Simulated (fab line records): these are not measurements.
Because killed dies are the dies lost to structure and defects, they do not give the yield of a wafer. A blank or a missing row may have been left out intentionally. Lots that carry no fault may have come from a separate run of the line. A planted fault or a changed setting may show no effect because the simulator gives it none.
Split-lot study || flow n5 finfet || on a route of 1938 steps: 7 lots, 39 wafers read

## THE SPLIT
At N5_BEOL_M8_ILD_DEP_00 (deposits SiCOH lowk from DEMS/porogen, target thk 179.75 nm, time 33.4 s), the setting target thk a was moved away from the recipe's 1797.5 angstrom on 15 of the 39 wafers read, by -58.7% to +57.1%. All remaining wafers had this setting at the recipe value.

## THE PATH FROM SPLIT TO READING: the file shows 1 step between them
- N5_BEOL_M8_CURE_74: cures SiCOH lowk, time 240 s

## THE READING
M8_ILD_THK (nm), taken at N5_BEOL_M8_THK_MEAS_01. Typical for fault-free wafers on this fab line: 154.3 nm, with standard deviation 2.3 nm.

{"wafer": "L075.2", "tool, chamber at the split": "pecvd-01, 2", "target thk a as run, angstrom": 1797.5, "against the recipe": "recipe", "M8_ILD_THK, nm": 151.7, "against lot-mates on the recipe": "-"}
{"wafer": "L075.4", "tool, chamber at the split": "pecvd-01, 2", "target thk a as run, angstrom": 1797.5, "against the recipe": "recipe", "M8_ILD_THK, nm": 155.0, "against lot-mates on the recipe": "-"}
{"wafer": "L075.5", "tool, chamber at the split": "pecvd-01, 0", "target thk a as run, angstrom": 1797.5, "against the recipe": "recipe", "M8_ILD_THK, nm": 155.7, "against lot-mates on the recipe": "-"}
{"wafer": "L077.1", "tool, chamber at the split": "pecvd-03, 0", "target thk a as run, angstrom": 1797.5, "against the recipe": "recipe", "M8_ILD_THK, nm": 154.1, "against lot-mates on the recipe": "-"}
{"wafer": "L077.2", "tool, chamber at the split": "pecvd-03, 1", "target thk a as run, angstrom": 1797.5, "against the recipe": "recipe", "M8_ILD_THK, nm": 155.5, "against lot-mates on the recipe": "-"}
{"wafer": "L077.3", "tool, chamber at the split": "pecvd-03, 2", "target thk a as run, angstrom": 1797.5, "against the recipe": "recipe", "M8_ILD_THK, nm": 153.6, "against lot-mates on the recipe": "-"}
{"wafer": "L077.4", "tool, chamber at the split": "pecvd-03, 2", "target thk a as run, angstrom": 1797.5, "against the recipe": "recipe", "M8_ILD_THK, nm": 155.5, "against lot-mates on the recipe": "-"}
{"wafer": "L077.5", "tool, chamber at the split": "pecvd-03, 0", "target thk a as run, angstrom": 1797.5, "against the recipe": "recipe", "M8_ILD_THK, nm": 157.1, "against lot-mates on the recipe": "-"}
{"wafer": "L077.6", "tool, chamber at the split": "pecvd-03, 1", "target thk a as run, angstrom": 1797.5, "against the recipe": "recipe", "M8_ILD_THK, nm": 156.5, "against lot-mates on the recipe": "-"}
{"wafer": "L083.1", "tool, chamber at the split": "pecvd-03, 0", "target thk a as run, angstrom": 1797.5, "against the recipe": "recipe", "M8_ILD_THK, nm": 154.9, "against lot-mates on the recipe": "-"}
{"wafer": "L083.2", "tool, chamber at the split": "pecvd-03, 1,0", "target thk a as run, angstrom": 1251, "against the recipe": "-30.4%", "M8_ILD_THK, nm": 107.5, "against lot-mates on the recipe": -47.4}
{"wafer": "L083.3", "tool, chamber at the split": "pecvd-03, 2", "target thk a as run, angstrom": 1251, "against the recipe": "-30.4%", "M8_ILD_THK, nm": 107.1, "against lot-mates on the recipe": -47.8}
{"wafer": "L083.4", "tool, chamber at the split": "pecvd-03, 1", "target thk a as run, angstrom": 1797.5, "against the recipe": "recipe", "M8_ILD_THK, nm": 155.4, "against lot-mates on the recipe": "-"}
{"wafer": "L083.5", "tool, chamber at the split": "pecvd-03, 1,0", "target thk a as run, angstrom": 1251, "against the recipe": "-30.4%", "M8_ILD_THK, nm": 107.4, "against lot-mates on the recipe": -47.5}
{"wafer": "L083.6", "tool, chamber at the split": "pecvd-03, 2", "target thk a as run, angstrom": 1797.5, "against the recipe": "recipe", "M8_ILD_THK, nm": 154.4, "against lot-mates on the recipe": "-"}
{"wafer": "L085.1", "tool, chamber at the split": "pecvd-04, 2", "target thk a as run, angstrom": 743, "against the recipe": "-58.7%", "M8_ILD_THK, nm": 63.2, "against lot-mates on the recipe": -93.1}
{"wafer": "L085.2", "tool, chamber at the split": "pecvd-04, 1", "target thk a as run, angstrom": 1797.5, "against the recipe": "recipe", "M8_ILD_THK, nm": 154.4, "against lot-mates on the recipe": "-"}
{"wafer": "L085.3", "tool, chamber at the split": "pecvd-04, 0", "target thk a as run, angstrom": 743, "against the recipe": "-58.7%", "M8_ILD_THK, nm": 64.5, "against lot-mates on the recipe": -91.8}
{"wafer": "L085.4", "tool, chamber at the split": "pecvd-04, 2", "target thk a as run, angstrom": 1797.5, "against the recipe": "recipe", "M8_ILD_THK, nm": 156.6, "against lot-mates on the recipe": "-"}
{"wafer": "L085.5", "tool, chamber at the split": "pecvd-04, 0", "target thk a as run, angstrom": 1797.5, "against the recipe": "recipe", "M8_ILD_THK, nm": 158.0, "against lot-mates on the recipe": "-"}
{"wafer": "L085.6", "tool, chamber at the split": "pecvd-04, 1", "target thk a as run, angstrom": 743, "against the recipe": "-58.7%", "M8_ILD_THK, nm": 65.9, "against lot-mates on the recipe": -90.4}
{"wafer": "L086.1", "tool, chamber at the split": "pecvd-04, 2,0", "target thk a as run, angstrom": 1797.5, "against the recipe": "recipe", "M8_ILD_THK, nm": 155.8, "against lot-mates on the recipe": "-"}
{"wafer": "L086.2", "tool, chamber at the split": "pecvd-04, 1", "target thk a as run, angstrom": 1797.5, "against the recipe": "recipe", "M8_ILD_THK, nm": 153.6, "against lot-mates on the recipe": "-"}
{"wafer": "L086.3", "tool, chamber at the split": "pecvd-04, 2,0", "target thk a as run, angstrom": 1797.5, "against the recipe": "recipe", "M8_ILD_THK, nm": 155.6, "against lot-mates on the recipe": "-"}
{"wafer": "L086.4", "tool, chamber at the split": "pecvd-04, 0", "target thk a as run, angstrom": 1269, "against the recipe": "-29.4%", "M8_ILD_THK, nm": 112.4, "against lot-mates on the recipe": -42.6}
{"wafer": "L086.5", "tool, chamber at the split": "pecvd-04, 2", "target thk a as run, angstrom": 1269, "against the recipe": "-29.4%", "M8_ILD_THK, nm": 110.1, "against lot-mates on the recipe": -44.9}
{"wafer": "L086.6", "tool, chamber at the split": "pecvd-04, 1", "target thk a as run, angstrom": 1269, "against the recipe": "-29.4%", "M8_ILD_THK, nm": 109.9, "against lot-mates on the recipe": -45.1}
{"wafer": "L089.1", "tool, chamber at the split": "pecvd-04, 1", "target thk a as run, angstrom": 1367, "against the recipe": "-23.9%", "M8_ILD_THK, nm": 118.7, "against lot-mates on the recipe": -37.2}
{"wafer": "L089.2", "tool, chamber at the split": "pecvd-04, 2", "target thk a as run, angstrom": 1367, "against the recipe": "-23.9%", "M8_ILD_THK, nm": 115.5, "against lot-mates on the recipe": -40.4}
{"wafer": "L089.3", "tool, chamber at the split": "pecvd-04, 0", "target thk a as run, angstrom": 1797.5, "against the recipe": "recipe", "M8_ILD_THK, nm": 155.3, "against lot-mates on the recipe": "-"}
{"wafer": "L089.4", "tool, chamber at the split": "pecvd-04, 1", "target thk a as run, angstrom": 1797.5, "against the recipe": "recipe", "M8_ILD_THK, nm": 157.5, "against lot-mates on the recipe": "-"}
{"wafer": "L089.5", "tool, chamber at the split": "pecvd-04, 0", "target thk a as run, angstrom": 1367, "against the recipe": "-23.9%", "M8_ILD_THK, nm": 117.9, "against lot-mates on the recipe": -38.0}
{"wafer": "L089.6", "tool, chamber at the split": "pecvd-04, 2", "target thk a as run, angstrom": 1797.5, "against the recipe": "recipe", "M8_ILD_THK, nm": 155.0, "against lot-mates on the recipe": "-"}
{"wafer": "L095.1", "tool, chamber at the split": "pecvd-01, 2", "target thk a as run, angstrom": 1797.5, "against the recipe": "recipe", "M8_ILD_THK, nm": 153.8, "against lot-mates on the recipe": "-"}
{"wafer": "L095.2", "tool, chamber at the split": "pecvd-01, 1", "target thk a as run, angstrom": 2823, "against the recipe": "+57.1%", "M8_ILD_THK, nm": 241.9, "against lot-mates on the recipe": "+86.7"}
{"wafer": "L095.3", "tool, chamber at the split": "pecvd-01, 1", "target thk a as run, angstrom": 2823, "against the recipe": "+57.1%", "M8_ILD_THK, nm": 247.0, "against lot-mates on the recipe": "+91.8"}
{"wafer": "L095.4", "tool, chamber at the split": "pecvd-01, 2", "target thk a as run, angstrom": 1797.5, "against the recipe": "recipe", "M8_ILD_THK, nm": 155.6, "against lot-mates on the recipe": "-"}
{"wafer": "L095.5", "tool, chamber at the split": "pecvd-01, 2", "target thk a as run, angstrom": 2823, "against the recipe": "+57.1%", "M8_ILD_THK, nm": 246.6, "against lot-mates on the recipe": "+91.4"}
{"wafer": "L095.6", "tool, chamber at the split": "pecvd-01, 1", "target thk a as run, angstrom": 1797.5, "against the recipe": "recipe", "M8_ILD_THK, nm": 156.1, "against lot-mates on the recipe": "-"}
If several chambers appear in one row, that row covers several wafers at once and the file leaves open which wafer was in which chamber.

FIT RESULTS
A straight line over all 39 wafers: M8_ILD_THK changes by +1.56 nm for each +1% of target thk a; r = +1.00; the points scatter about the line by 1.5 nm.
The same after taking each lot's own level away (the mean of its wafers on the recipe; 39 wafers): +1.57 nm for each +1%; r = +1.00; scatter 1.5 nm.
On that fit, the largest move of target thk a shifts the reading by 92 nm.
The lots' own levels span 154.13 to 156.33 nm, that is 1.0 times the standard deviation above.
So the lot-to-lot level changes the slope little: the two slopes agree.
Check: with one of the wafers moved furthest among these (-58.7%) left out of the fit, the line predicts -91.6 nm for it against its lot-mates. It came out at -93.1 nm against them.

## OTHER SPLITS ON THESE WAFERS
Before the reading, these wafers also passed through other splits. Each is held against what the fit with the lots' levels taken away leaves over:
{"other split on the same wafers": "N5_BEOL_M6_ILD_DEP_00 time s", "wafers away from the commonest value": 9, "r with M8_ILD_THK (lot level and that fit taken away)": "+0.04"}

## THE WHOLE CHAIN: every reading that the file lists as answering this split, in the file's order
{"step": "N5_BEOL_M8_ILD_DEP_00", "what it does": "deposits SiCOH lowk from DEMS/porogen, target thk 179.75 nm, time 33.4 s", "reading": "SiCOH_lowk_of_BEOL_M8_ILD_DEP_00.thk nm (the simulator's own value, which no gauge read)", "change (the file's fit)": "+1.8 nm for each +1% of the setting", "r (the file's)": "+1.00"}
{"step": "N5_BEOL_M8_CURE_74", "what it does": "cures SiCOH lowk, time 240 s", "reading": "SiCOH_lowk_of_BEOL_M8_ILD_DEP_00.thk nm (the simulator's own value, which no gauge read)", "change (the file's fit)": "+1.57 nm for each +1% of the setting", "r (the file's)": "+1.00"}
{"step": "N5_BEOL_M8_THK_MEAS_01", "what it does": "", "reading": "M8_ILD_THK", "change (the file's fit)": "+1.57 for each +1% of the setting", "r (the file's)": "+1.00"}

## FILE'S OWN FIT
M8_ILD_THK changes by +1.57 nm for each +1% of target thk a, r = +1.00.
